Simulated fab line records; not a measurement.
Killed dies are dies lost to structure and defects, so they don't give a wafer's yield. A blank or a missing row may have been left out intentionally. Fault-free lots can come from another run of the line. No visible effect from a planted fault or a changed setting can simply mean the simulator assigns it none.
A lot that was struck, set against a sound lot | flow n5Finfet | 25 out of 1938 route steps
Sound: these wafers, L812.1, L812.2, L812.5. Struck: wafer L822.1. (L822.3, L822.5 of the same lot were not struck and are left out.) The cause comes at the end.
Order at every step that has rows: each side's tool, ch and its chambers, its first start. Under that, the readings that differ: sound wafers | struck wafers | difference of the means | sigmas: that difference in standard deviations of wafers without a fault.
alike: same words and numbers on both sides, and readings whose means sit less than 2 such deviations apart. not compared: any withheld reading, any reading some wafer has no value for, any bound like >300 that may hide the same value, and any number with overlapping values for which the record gives no deviation.
Wherever a step has rows on one side only, a row that says differs or no value, or a row with sigmas, the two part there. Numbers that have no deviation but don't overlap get no sigmas and don't part them. A reading that every wafer of one side lacks parts them only if that side has two wafers or more.

first, 10 steps without rows for these wafers: N5_SD_EPI_N_PRECLEAN_24 (cleans in O3/DIW, time 60 s); N5_SD_EPI_N_SRD_25 (time 30 s); N5_SD_EPI_N_PRECLEAN_49 (cleans in NF3:NH3, afs cycles 1, time 20 s, sublimation time 60 s); N5_SD_EPI_N_LINER_46 (material SiNx, target thk 3 nm); N5_SD_EPI_P_COAT_34 (time 60 s, resist thk 350 nm); N5_SD_EPI_P_COAT_35 (time 60 s, resist thk 35 nm); N5_SD_EPI_P_COAT_03 (resist thk 150 nm); N5_SD_EPI_P_EBR_05; N5_SD_EPI_P_SOFTBAKE_04 (time 60 s); N5_SD_EPI_P_EXPOSE_06 (exposes mask SD P BLK, target cd 240 nm).
N5_SD_EPI_P_PEB_07: peb time 60 s.
  sound on lithoTrack-02 ch 0, day 3 12:10; struck on lithoTrack-02 ch 0, day 6 08:20
reading               | sound             | struck | difference | sigmas
heaterPowerTotalW (W) | 177.6 177.2 176.8 | 192.5  | +15.3      | +9
then, 1 step without rows for these wafers: N5_SD_EPI_P_DEVELOP_08 (develop time 30 s).
N5_SD_EPI_P_CD_MEAS_09 targets a cd of 240 nm.
  sound on cdSem-03 ch 0, day 3 12:14; struck on cdSem-03 ch 0, day 6 08:24
reading   | sound             | struck | difference | sigmas
cdNm (nm) | 239.7 238.8 240.8 | 233.7  | -6.1       | -9
N5_SD_EPI_P_DESCUM_14: chemistry O2, time 7.9 s.
  sound on rieDiel-01 ch 0,3, day 3 12:19; struck on rieDiel-03 ch 3, day 6 08:29
reading                  | sound           | struck | difference | sigmas
oesProductAu (a.u.)      | 0.76 0.95 0.96  | 0.70   | -0.19      | -2
throttleValvePct (%)     | 20.3 20.0 20.0  | 20.8   | +0.7       | +2
model.SD_EPI_P.cdNm (nm) | 240 238.4 240.8 | 234    | -6         | 
  alike: drypumpMotorCurrentA, rfVppV, showerheadPlenumPTorr
  not compared: rfHoursCounterH
then, 7 steps without rows for these wafers: N5_SD_EPI_P_ETCH_36 (etches SiARC in CF4, target depth 45.5 nm, time 75.8 s); N5_SD_EPI_P_ETCH_37 (etches SOC in N2/H2, overetch 108 nm, time 486 s); N5_SD_EPI_P_STRIP_38 (strips in N2/H2); N5_SD_EPI_P_ETCHBACK_46 (etches SiNx in CH3F/O2, stops on SiO2, target depth 17.5 nm); N5_SD_EPI_P_ETCH_47 (etches SiOCN in CH3F/O2, target depth 25 nm); N5_SD_EPI_P_ETCH_16 (etches SiO2 in CHF3/O2, target depth 5 nm); N5_SD_EPI_P_STRIP_50 (strips in CHF3/O2).
N5_SD_EPI_P_SD_RECESS_17: chemistry HBr/Cl2/O2, target depth 39.1 nm, bt time 3 s.
  sound on rieSi-05 ch 1,3, day 3 13:01; struck on rieSi-06 ch 2, day 6 09:10
reading                  | sound         | struck | difference | sigmas
model.SD_EPI_P.cdNm (nm) | 240 240 242.2 | 232.6  | -8.1       | 
  alike: drypumpMotorCurrentA, oesProductAu, throttleValvePct
  not compared: rfHoursCounterH
then, 1 step without rows for these wafers: N5_SD_EPI_P_WET_ETCH_45 (etches SiO2 in dHF, time 10.7 s, target depth 2 nm, rinse time 30 s).
-- here the record skips 4 days between the struck wafers' starts before and after, leaving off in module SD_EPI_P and picking up in module BEOL_M4 (first step shown: number 1111 of the route) --
N5_BEOL_M4_RC_MEAS_101:
  sound on prober-02 ch 0, day 9 00:00; struck on prober-01 ch 0, day 10 15:46
  alike: DIBL_N, DIBL_P, IOFF_N, IOFF_P, ION_N, ION_P, SS_N, SS_P, VT_N, VT_P
N5_PASSIVATION_PROBE_49:
  rows exist in the record for the sound wafers here (prober-02, day 13 00:16), none for the struck ones

== WHERE THEY PART ==
First at N5_SD_EPI_P_PEB_07; last, within this record, at N5_PASSIVATION_PROBE_49.

WHY: whatever the simulator had introduced
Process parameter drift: lithoTrack-02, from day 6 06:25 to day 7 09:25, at N5_SD_EPI_P_PEB_07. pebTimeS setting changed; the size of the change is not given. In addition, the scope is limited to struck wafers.
